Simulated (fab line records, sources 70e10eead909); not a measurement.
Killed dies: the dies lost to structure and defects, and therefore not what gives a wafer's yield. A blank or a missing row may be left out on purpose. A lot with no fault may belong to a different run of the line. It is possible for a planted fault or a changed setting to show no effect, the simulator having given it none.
Which of the tools did it? | flow nand harc | 6 lots with 18 wafers sampled at 4 steps, on a route of 1159 steps

== WHAT EACH GAUGE READ, for each wafer ==
NHARC_A_ONON_D1_THK_MEAS_18: measures by ellipsometry.
lot  | measured     | on            | thk nm (nm)
L868 | day 8 08:02  | film metro-01 | 997 997 997
L871 | day 9 01:04  | film metro-01 | 1919 1917 1918
L882 | day 11 17:49 | film metro-02 | 1012 1012 1013
L886 | day 12 20:01 | film metro-02 | 996 995 995
L885 | day 12 20:01 | film metro-01 | 1006 1006 1005
L889 | day 13 09:04 | film metro-02 | 1000 1002 1003

== TOOL THAT RAN EACH LOT (tool first, then ch and the chambers of the sampled wafers, then the start) ==
lot  | NHARC_P_BONDPAD_STRIP_15           | NHARC_P_BONDPAD_ETCH_24                       | NHARC_A_ONON_D1_DEP_16
L868 | rie diel-05 ch 0,1,2, day 6 14:49  | rie diel-05 ch 1,2,3, day 8 07:31 or earlier  | pecvd onon-02 ch 0, day 8 07:31
L871 | rie diel-03 ch 1,3, day 7 13:48    | rie diel-03 ch 0,1,3, day 9 00:34 or earlier  | pecvd onon-04 ch 0, day 9 00:34
L882 | rie diel-05 ch 0,1, day 10 01:50   | rie diel-05 ch 0,2,3, day 11 17:26 or earlier | pecvd onon-02 ch 0, day 11 17:26
L886 | rie diel-03 ch 1,2,3, day 11 08:05 | rie diel-03 ch 0,1,2, day 12 19:30 or earlier | pecvd onon-04 ch 0, day 12 19:30
L885 | rie diel-03 ch 0,1, day 11 09:24   | rie diel-03 ch 1,2, day 12 19:31 or earlier   | pecvd onon-03 ch 0, day 12 19:31
L889 | rie diel-03 ch 1,3, day 11 19:07   | rie diel-03 ch 1,2, day 13 08:40 or earlier   | pecvd onon-04 ch 0, day 13 08:40
- NHARC_P_BONDPAD_STRIP_15: strips in O2.
- NHARC_P_BONDPAD_ETCH_24: etches the open film in CF4/N2, target depth 30 nm, time 72.99 s.
- NHARC_A_ONON_D1_DEP_16: target thk 1000 nm.

== THE ANSWER, worked out from the rows above alone ==
Rule: the lots themselves supply what counts as usual. The widest of any qualifying gaps counts: lots, ordered by their means at a reading, are off when they make up no more than a third of the lots, leave a main group of 4 or more, and stand apart from it by 3 or more times the standard deviation of that group's means. Not used: any main group whose means are identical at the precision the tables above print for the reading. Also off: a lot with no number at a reading for which 4 or more lots have one. The other lots that the step has rows for count as sound.
Off at NHARC_A_ONON_D1_THK_MEAS_18 (thk nm): L871. The main group: mean 1002 nm, standard deviation 6.1.
If a tool, at a process step before that reading, ran all the lots that are off and no sound lot after the first of them, it fits. Those tools and the gauges at NHARC_A_ONON_D1_THK_MEAS_18 are tried in the same way. NHARC_P_BONDPAD_ETCH_24 gives no start for some lots, so the hours and the order of its lots are those of NHARC_A_ONON_D1_DEP_16. Of those tried, none fits.

== WHAT WAS PUT IN BY THE SIMULATOR ==
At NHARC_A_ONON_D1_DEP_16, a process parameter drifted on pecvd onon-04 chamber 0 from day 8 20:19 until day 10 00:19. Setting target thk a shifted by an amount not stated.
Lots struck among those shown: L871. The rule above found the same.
